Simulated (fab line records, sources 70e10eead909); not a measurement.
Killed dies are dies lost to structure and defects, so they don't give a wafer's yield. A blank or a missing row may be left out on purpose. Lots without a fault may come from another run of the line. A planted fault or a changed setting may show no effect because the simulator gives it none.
Which tool did it? | flow nand_harc | 13 lots, 39 wafers sampled, at 6 steps of a route of 1159

WHAT THE GAUGES READ, wafer by wafer
NHARC_P_STI_CD_MEAS_16. Usual: cd_nm 199 nm, standard deviation 3.8.
lot  | measured    | on        | cd_nm (nm)  | flag
L858 | day 2 15:02 | cd_sem-01 | 195 194 196 |
L859 | day 2 15:12 | cd_sem-02 | 202 203 198 |
L860 | day 3 01:08 | cd_sem-03 | 200 202 195 |
L861 | day 3 06:05 | cd_sem-03 | 196 198 207 |
L862 | day 3 11:22 | cd_sem-01 | 207 199 203 |
L865 | day 4 07:32 | cd_sem-01 | 205 203 201 |
L866 | day 4 15:31 | cd_sem-03 | 198 201 197 |
L868 | day 5 01:08 | cd_sem-01 | 202 196 202 |
L874 | day 6 10:35 | cd_sem-02 | 202 198 199 |
L876 | day 6 23:41 | cd_sem-03 | 200 206 204 |
L877 | day 7 05:38 | cd_sem-02 | 194 189 197 |
L879 | day 7 14:33 | cd_sem-03 | 203 198 200 |
L878 | day 7 14:35 | cd_sem-02 | 194 199 195 |

NHARC_P_GATE_OVL_MEAS_27. Usual: overlay_x_nm -0.3 nm, standard deviation 0.87; overlay_y_nm 0.3 nm, standard deviation 0.79.
lot  | measured    | on         | overlay_x_nm (nm) | overlay_y_nm (nm) | flag
L858 | day 4 22:24 | overlay-02 | -0.5 -1.1 -1.4    | 0.5 0.2 -0.5      |
L859 | day 4 22:56 | overlay-02 | 0.8 0.8 0.7       | -0.2 -0.2 -0.8    |
L860 | day 5 06:48 | overlay-01 | -0.8 -0.7 -0.6    | 1.5 1.5 0.9       |
L861 | day 5 10:04 | overlay-02 | -1.1 -1.6 -0.7    | -0.9 -0.7 -0.9    |
L862 | day 5 10:31 | overlay-02 | -1.2 -1.0 -1.2    | -0.2 0.2 -0.1     |
L865 | day 6 11:33 | overlay-01 | 0.6 0.1 0.6       | 1.0 0.5 0.3       |
L866 | day 6 22:01 | overlay-01 | 0.4 0.4 0.1       | 0.6 0.6 0.6       |
L868 | day 7 04:07 | overlay-02 | -0.3 -0.1 0.1     | 2.0 1.0 1.5       |
L874 | day 8 17:39 | overlay-01 | -1.4 -0.9 -0.8    | 1.0 0.7 0.9       |
L876 | day 9 04:53 | overlay-02 | -1.1 -0.4 -0.4    | 0.1 0.2 0.4       |
L877 | day 9 11:57 | overlay-02 | -0.5 0.3 0.1      | 1.5 1.7 1.7       |
L879 | day 9 20:04 | overlay-02 | 1.1 1.4 0.9       | 0.2 -0.6 -0.6     |
L878 | day 9 19:55 | overlay-01 | 0.5 -0.2 0.0      | -0.9 -0.4 -0.6    |

NHARC_P_GATE_CD_MEAS_46: target cd 720 nm. Usual: cd_nm 720.6 nm, standard deviation 2.1.
lot  | measured     | on        | cd_nm (nm)                          | flag
L858 | day 5 10:22  | cd_sem-01 | 719.3 719.8 722.3                   |
L859 | day 5 10:41  | cd_sem-03 | 724.5 721.7 723.5                   |
L860 | day 5 18:44  | cd_sem-01 | 719.5 718.6 720.8                   |
L861 | day 5 22:07  | cd_sem-01 | 719.5 718.3 720.6                   |
L862 | day 5 22:21  | cd_sem-01 | 722.0 721.5 722.8                   |
L865 | day 6 23:31  | cd_sem-03 | 723.0 726.0 724.1 723.2 726.0 724.2 |
L866 | day 7 15:11  | cd_sem-01 | 721.9 720.6 719.8                   |
L868 | day 7 16:45  | cd_sem-02 | 727.0 728.8 723.3 726.8 729.0 723.1 |
L874 | day 9 05:35  | cd_sem-03 | 721.2 718.4 721.8                   |
L876 | day 9 17:25  | cd_sem-03 | 716.5 720.1 717.1                   |
L877 | day 10 00:28 | cd_sem-02 | 721.0 721.5 721.8                   |
L879 | day 10 08:14 | cd_sem-03 | 718.7 719.6 717.2                   |
L878 | day 10 07:46 | cd_sem-01 | 719.0 719.6 720.2                   |

NHARC_END_SORT_01. Usual: killed_at_array 26, standard deviation 9.1; killed_at_other 0.7, standard deviation 0.9; killed_at_periphery 3.6, standard deviation 2.8; killed_dies 30, standard deviation 9.2; killed_open 3.0, standard deviation 1.9; killed_short 2.0, standard deviation 1.4.
lot  | measured     | on        | killed_at_array | killed_at_other | killed_at_periphery | killed_dies | killed_open | killed_short | flag
L865 | day 22 17:04 | prober-02 | 25 21 23        | 1 3 5           | 2 1 6               | 28 25 34    | 6 3 3       | 3 0 2        |
L868 | day 22 21:44 | prober-01 | 26 26 18        | 1 0 1           | 4 1 3               | 31 27 22    | 8 3 3       | 0 2 2        |

WHICH TOOL RAN EACH LOT (tool, then ch and the chambers of the sampled wafers, then the start)
lot  | NHARC_P_STI_CMP_21           | NHARC_P_GATE_EXPOSE_43
L858 | cmp-04 ch 0,1,2, day 3 11:43 | krf_scanner-04 ch 0, day 5 10:13
L859 | cmp-01 ch 0,1,3, day 3 11:45 | krf_scanner-03 ch 0, day 5 10:31
L860 | cmp-04 ch 1,2,3, day 3 19:58 | krf_scanner-04 ch 0, day 5 18:35
L861 | cmp-04 ch 0,2,3, day 4 03:45 | krf_scanner-01 ch 0, day 5 21:58
L862 | cmp-03 ch 0,1,3, day 4 03:49 | krf_scanner-01 ch 0, day 5 22:12
L865 | cmp-03 ch 0,3, day 5 04:13   | krf_scanner-01 ch 0, day 6 23:22
L866 | cmp-03 ch 0,1,2, day 5 14:32 | krf_scanner-04 ch 0, day 7 15:01
L868 | cmp-04 ch 0,1,2, day 5 19:09 | krf_scanner-01 ch 0, day 7 16:36
L874 | cmp-03 ch 0,1,2, day 7 04:34 | krf_scanner-03 ch 0, day 9 05:26
L876 | cmp-04 ch 1,2, day 7 17:45   | krf_scanner-04 ch 0, day 9 17:14
L877 | cmp-03 ch 2,3, day 8 01:32   | krf_scanner-04 ch 0, day 10 00:19
L879 | cmp-03 ch 0,2, day 8 13:14   | krf_scanner-01 ch 0, day 10 08:05
L878 | cmp-04 ch 0,1,3, day 8 13:13 | krf_scanner-04 ch 0, day 10 07:37
- NHARC_P_STI_CMP_21: polishes, t overpolish 20 s, target thk 380.67 nm.
- NHARC_P_GATE_EXPOSE_43: exposes mask P NSD, target cd 720 nm.

WHAT THE TOOLS THEMSELVES READ (means of the sampled wafers that have a number; where no wafer has one, the mark that the record gives instead)
NHARC_P_STI_CMP_21. Usual: motor_current_A 11.8 A, standard deviation 0.94; overpolish_run_s 20.001 s, standard deviation 0.0091.
lot  | tool   | motor_current_A (A) | overpolish_run_s (s) | flag
L858 | cmp-04 | 12.8                | 19.994               |
L859 | cmp-01 | 11.5                | 19.994               |
L860 | cmp-04 | 13.2                | 19.995               |
L861 | cmp-04 | 12.1                | 19.996               |
L862 | cmp-03 | 11.8                | 20.000               |
L865 | cmp-03 | 11.6                | 19.998               |
L866 | cmp-03 | 11.4                | 20.000               |
L868 | cmp-04 | 12.3                | 20.006               |
L874 | cmp-03 | 11.2                | 20.007               |
L876 | cmp-04 | 13.9                | 20.005               |
L877 | cmp-03 | 12.1                | 19.995               |
L879 | cmp-03 | 11.5                | 19.998               |
L878 | cmp-04 | 11.9                | 20.003               |

THE ANSWER, worked out from the rows above alone
Rule: a lot is off if the mean of its wafers that have a number lies more than 3 standard deviations from the usual mean. A lot without any number at a reading at which 4 lots or more have one is off too. The other lots that the step has rows for count as sound. The gauges are gone through in route order, then the tools' own readings, and for those a lot's mean is taken as printed above. The first step at which some lot is off is used, and at that step the reading that is off furthest; a lot without a number counts as furthest.
No lot is off at any reading shown: from this, nothing can be told.

WHAT THE SIMULATOR HAD PUT IN
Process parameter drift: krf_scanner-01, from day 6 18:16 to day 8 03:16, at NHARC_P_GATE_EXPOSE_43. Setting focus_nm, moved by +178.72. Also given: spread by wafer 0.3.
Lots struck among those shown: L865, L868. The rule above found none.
